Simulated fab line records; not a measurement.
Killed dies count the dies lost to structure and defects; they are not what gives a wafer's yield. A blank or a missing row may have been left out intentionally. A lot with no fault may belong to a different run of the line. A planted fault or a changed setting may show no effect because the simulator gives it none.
Lot-split experiment    flow n5-finfet    7 lots, 39 wafers read, on a route of 1938 steps

== ON THE SPLIT ==
At N5_DUMMY_GATE_ETCH_31 (etches SiO2 in C4F6/O2, target depth 82.5 nm, time 27.5 s), the setting target-depth-a was moved away from the recipe's 825 angstrom on 9 of the 39 wafers read, by -12.7% to +8.8%. This setting was run at the recipe's value on the other wafers.

Reading taken at the split's own step.

== THE READING ==
etch.depth-nm (the simulator's own value, which no gauge read), in nm, at N5_DUMMY_GATE_ETCH_31 (etches SiO2 in C4F6/O2, target depth 82.5 nm, time 27.5 s). There is no usual value for it anywhere in the file. The 30 wafers here that ran the recipe average 80.94 nm, standard deviation 1.2 nm.

wafer   tool, chamber at the split  target-depth-a as run, angstrom  against the recipe  etch.depth-nm, nm  against lot-mates on the recipe
L075.1  rie-diel-04, 3              825                              recipe              81.31              -
L075.2  rie-diel-04, 0              871.9                            +5.7%               86.2               +4.53
L075.3  rie-diel-04, 1              825                              recipe              82.04              -
L075.4  rie-diel-04, 1              825                              recipe              81.66              -
L075.5  rie-diel-04, 0              871.9                            +5.7%               84.72              +3.05
L075.6  rie-diel-04, 3              871.9                            +5.7%               85.34              +3.67
L076.1  rie-diel-04, 3              825                              recipe              80.56              -
L076.2  rie-diel-04, 0              720.1                            -12.7%              70.46              -10.46
L076.3  rie-diel-04, 1              720.1                            -12.7%              71.52              -9.40
L076.4  rie-diel-04, 1              825                              recipe              81.79              -
L076.5  rie-diel-04, 0              720.1                            -12.7%              70.36              -10.56
L076.6  rie-diel-04, 3              825                              recipe              80.41              -
L083.1  rie-diel-04, 3              825                              recipe              80.62              -
L083.2  rie-diel-04, 0              825                              recipe              80.9               -
L083.3  rie-diel-04, 1              825                              recipe              82.23              -
L083.4  rie-diel-04, 0              825                              recipe              81.04              -
L083.5  rie-diel-04, 1              825                              recipe              81.59              -
L083.6  rie-diel-04, 3              825                              recipe              82.1               -
L085.1  rie-diel-06, 2              825                              recipe              80.28              -
L085.2  rie-diel-06, 1              825                              recipe              80.99              -
L085.3  rie-diel-06, 0              825                              recipe              79.87              -
L086.1  rie-diel-06, 0              825                              recipe              79.36              -
L086.2  rie-diel-06, 1              825                              recipe              81.46              -
L086.3  rie-diel-06, 3              825                              recipe              79.53              -
L086.4  rie-diel-06, 2              825                              recipe              80.24              -
L086.5  rie-diel-06, 3              825                              recipe              78.74              -
L086.6  rie-diel-06, 0              825                              recipe              79.56              -
L092.1  rie-diel-04, 2              825                              recipe              79.73              -
L092.2  rie-diel-04, 1              825                              recipe              81.94              -
L092.3  rie-diel-04, 0              898                              +8.8%               89.99              +9.41
L092.4  rie-diel-04, 0              898                              +8.8%               90.15              +9.57
L092.5  rie-diel-04, 2              825                              recipe              80.06              -
L092.6  rie-diel-04, 1              898                              +8.8%               90.18              +9.60
L097.1  rie-diel-05, 3              825                              recipe              79.48              -
L097.2  rie-diel-05, 1              825                              recipe              84.11              -
L097.3  rie-diel-05, 0              825                              recipe              81.78              -
L097.4  rie-diel-05, 2              825                              recipe              82.28              -
L097.5  rie-diel-05, 2              825                              recipe              82.43              -
L097.6  rie-diel-05, 3              825                              recipe              80.12              -

FIT RESULTS
A straight line over all 39 wafers: etch.depth-nm changes by +0.865 nm for each +1% of target-depth-a; r = +0.96; the points scatter about the line by 1.2 nm.
The same after taking each lot's own level away (the mean of its wafers on the recipe; 39 wafers): +0.861 nm for each +1%; r = +0.97; scatter 1.1 nm.
The reading moves by 11 nm for the largest change in target-depth-a, on that fit.
The lots' own levels span 79.815 to 81.700 nm, that is 1.6 times the standard deviation above.
Hence the lot-to-lot level has little effect on the slope; both slopes agree.
Check: with one of the wafers moved furthest among these (-12.7%) left out of the fit, the line predicts -10.9 nm for it against its lot-mates. Against them it came out at -10.5 nm.

== THE OTHER SPLITS THESE WAFERS WENT THROUGH ==
Note: prior to the reading, these wafers also went through further splits. Each is held against what the fit with the lots' levels taken away leaves over:
other split on the same wafers   wafers away from the commonest value  r with etch.depth-nm (lot level and that fit taken away)
N5_DUMMY_GATE_EXPOSE_12 dose-mj  12                                    -0.04

== FILE'S OWN FIT ==
etch.depth-nm changes by +0.861 nm for each +1% of target-depth-a, r = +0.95.
